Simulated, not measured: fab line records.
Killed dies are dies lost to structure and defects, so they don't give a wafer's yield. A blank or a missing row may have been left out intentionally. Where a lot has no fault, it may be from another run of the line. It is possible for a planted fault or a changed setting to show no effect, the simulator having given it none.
8D (eight disciplines) problem report, filled in by code ; flow nandHarc ; the parts of the form that need people (team, actions taken, sign-off) are left out

== 1. WHAT IS WRONG ==
Wafers without a fault read 28.0 s with a standard deviation of 2.4, while timeToEndpointS at NHARC_P_M0_CMP_23 averages 6.6 s across 2 wafers of 1 lot. Relative to the usual mean, that is a shift of -8.9 standard deviations.
The step: polishes, t overpolish 20 s, target thk 117.53 nm.
The first sign was on wafer L135.2 at day 10 18:16, on cmp-04. Wafers with a number at this step in the record: 38, from 13 lots. Rule for "out", or "out of limits": more than 4 standard deviations from the usual mean. The other wafers with a number count as sound.

== 2. WHAT IT IS, WHAT IT ISN'T ==
question;is;is not
which readings at this step;timeToEndpointS;edgeZonePressureFrac, motorCurrentA
which lots;L135;L115, L116, L117, L118, L119, L120, L122, L123, L124, L125, L126, L137
which wafers of those lots;all that have a number;-
read on which tools;cmp-04;cmp-01, cmp-03
when;from day 10 18:16;"up to then (33 sound wafers); but 3 sound wafers of L137 came after"

== 3. THE SUSPECTS, EACH WITH WHAT RULES IT OUT ==
Counting: a tool stays on the suspect list if, at a process step up to the reading, it processed all lots that are out and no sound lot following the first of them.
- rieDiel-13 at NHARC_P_CONTACT_STRIP_28 (strips in O2): ruled out as a lasting fault. After its first lot that is out, L135 (day 10 13:05), sound lots L137 ran on it.
- cmp-01 at NHARC_P_CONTACT_CMP_24 (polishes, t overpolish 30 s, target thk 200 nm): kept. It ran the lot that is out, L135 (day 10 14:56), and no sound lot after that; its last sound lot up to then is L125 (day 8 07:29).
- pvdSputter-03 at NHARC_P_M0_PRE_CLEAN_29 (time 30 s): ruled out as a lasting fault. After its first lot that is out, L135 (day 10 17:33), sound lots L137 ran on it. NHARC_P_M0_PRE_CLEAN_29: start missing for some lots; hours and lot order therefore follow NHARC_P_M0_ECD_22.
- ecdCu-01 at NHARC_P_M0_ECD_22 (material Cu, target thk 400 nm): kept. It ran the lot that is out, L135 (day 10 17:33), and no sound lot after that; its last sound lot up to then is L125 (day 8 10:17).
- cmp-04 at NHARC_P_M0_CMP_23 (polishes, t overpolish 20 s, target thk 117.53 nm): kept. It ran the lot that is out, L135 (day 10 18:16), and no sound lot after that; its last sound lot up to then is L119 (day 6 22:06). Its own timeToEndpointS readings are out on those wafers.
Left after counting: cmp-01 at NHARC_P_CONTACT_CMP_24, ecdCu-01 at NHARC_P_M0_ECD_22, cmp-04 at NHARC_P_M0_CMP_23.

== 4. THE CAUSE (what the simulator had put in) ==
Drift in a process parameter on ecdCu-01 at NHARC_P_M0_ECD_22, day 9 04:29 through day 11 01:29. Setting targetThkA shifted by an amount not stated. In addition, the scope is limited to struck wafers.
Of the 3 suspects that counting leaves, this tool is one.

== 5. THE CHAIN OF EFFECTS, in route order ==
Rows list readings where the struck wafers' mean (over those with a number) sits beyond 3 standard deviations from the usual. Only readings for which the record gives a usual standard deviation are gone through. hours: the time from each lot's start at the first step in this table that gives one to its start at this step, as a median over the lots. sigmas: the change in usual standard deviations.
hours;step;reading;usual;on struck wafers;change;sigmas
0;NHARC_P_M0_CMP_23;timeToEndpointS;28.0 s;6.6;-21.4;-8.9
It contains these process steps:
- NHARC_P_M0_CMP_23: polishes, t overpolish 20 s, target thk 117.53 nm.

== 6. HOW IT WOULD HAVE BEEN CAUGHT EARLIER ==
First out-of-limits reading in this record: day 10 18:16, which is 38 hours after fault onset at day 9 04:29.
Lots out: 1; all had begun NHARC_P_M0_ECD_22 on ecdCu-01 by day 10 18:16. Had the tool been put on hold then, not one of them would have been saved.
